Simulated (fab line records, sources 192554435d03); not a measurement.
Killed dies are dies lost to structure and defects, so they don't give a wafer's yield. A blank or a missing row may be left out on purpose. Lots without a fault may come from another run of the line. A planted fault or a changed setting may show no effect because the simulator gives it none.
One fault seen from 2 desks | flow n5_finfet | each desk has only its own numbers; what lay behind them comes last

THE TOOL OWNER'S DESK: rie_diel-01
The tool's own readings at N5_PASSIVATION_STRIP_48 (strips in O2): means of the sampled wafers that have a number, for each lot that ran on this tool. A lot is out of limits, marked OUT, if its mean lies more than 4 standard deviations from the usual mean; the brackets give that distance.
Columns: A = chamber_pressure_mTorr at N5_PASSIVATION_STRIP_48, usual 29.98 mTorr; B = drypump_motor_current_A at N5_PASSIVATION_STRIP_48, usual 5.9 A; C = oes_product_au at N5_PASSIVATION_STRIP_48, usual 0.78 a.u.; D = rf_vpp_V at N5_PASSIVATION_STRIP_48, usual 3.8 V; E = showerhead_plenum_p_Torr at N5_PASSIVATION_STRIP_48, usual 2.09 Torr; F = temp_c at N5_PASSIVATION_STRIP_48, usual 59.99 C; G = throttle_valve_pct at N5_PASSIVATION_STRIP_48, usual 16.76 %
lot  | first seen here | A     | B   | C    | D   | E    | F                | G
L487 | day 16 17:03    | 29.92 | 6.3 | 0.79 | 3.7 | 2.07 | 59.84            | 16.71
L490 | day 16 19:40    | 30.00 | 5.9 | 0.77 | 6.5 | 2.05 | 61.44 (+10) OUT  | 16.85
L489 | day 17 00:23    | 29.92 | 6.2 | 0.77 | 4.7 | 2.03 | 61.21 (+8.7) OUT | 16.66
This desk's finding: out of limits on L489, L490; first on L490, day 16 19:40 (temp_c at N5_PASSIVATION_STRIP_48). In limits: L487.

THE METROLOGY DESK
What the gauges read, lot by lot, whatever tool the lot ran on: means of the sampled wafers that have a number. A lot is out of limits, marked OUT, if its mean lies more than 4 standard deviations from the usual mean; the brackets give that distance.
Columns: A = cd_nm at N5_PASSIVATION_CD_MEAS_30, usual 3999.8 nm
lot  | first seen here | A
L474 | day 12 17:38    | 3999.6
L471 | day 12 18:32    | 3997.7
L475 | day 13 09:25    | 3998.7
L481 | day 14 20:10    | 4002.6
L487 | day 16 14:41    | 4000.7
L490 | day 16 17:10    | 4002.6
L489 | day 16 21:50    | 3998.4
L491 | day 17 07:17    | 4001.3
L494 | day 17 17:18    | 3999.7
L493 | day 17 21:02    | 4000.1
This desk's finding: nothing out of limits on any of the 10 lots.

PUT TOGETHER
The tool owner's desk could have raised an alarm at day 16 19:40, on L489, L490.
The metrology desk saw nothing out of limits.
The metrology desk has L489, L490 on record, within its limits.
Of the lots named, all ran N5_PASSIVATION_STRIP_48 on rie_diel-01.

WHAT THE SIMULATOR HAD PUT IN
Process parameter drift: rie_diel-01, from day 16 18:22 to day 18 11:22, at N5_PASSIVATION_STRIP_48. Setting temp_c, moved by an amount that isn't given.
Lots struck among those shown: L489, L490.
Hours from the fault's start to each desk's first reading out of limits: the tool owner's desk, 1.
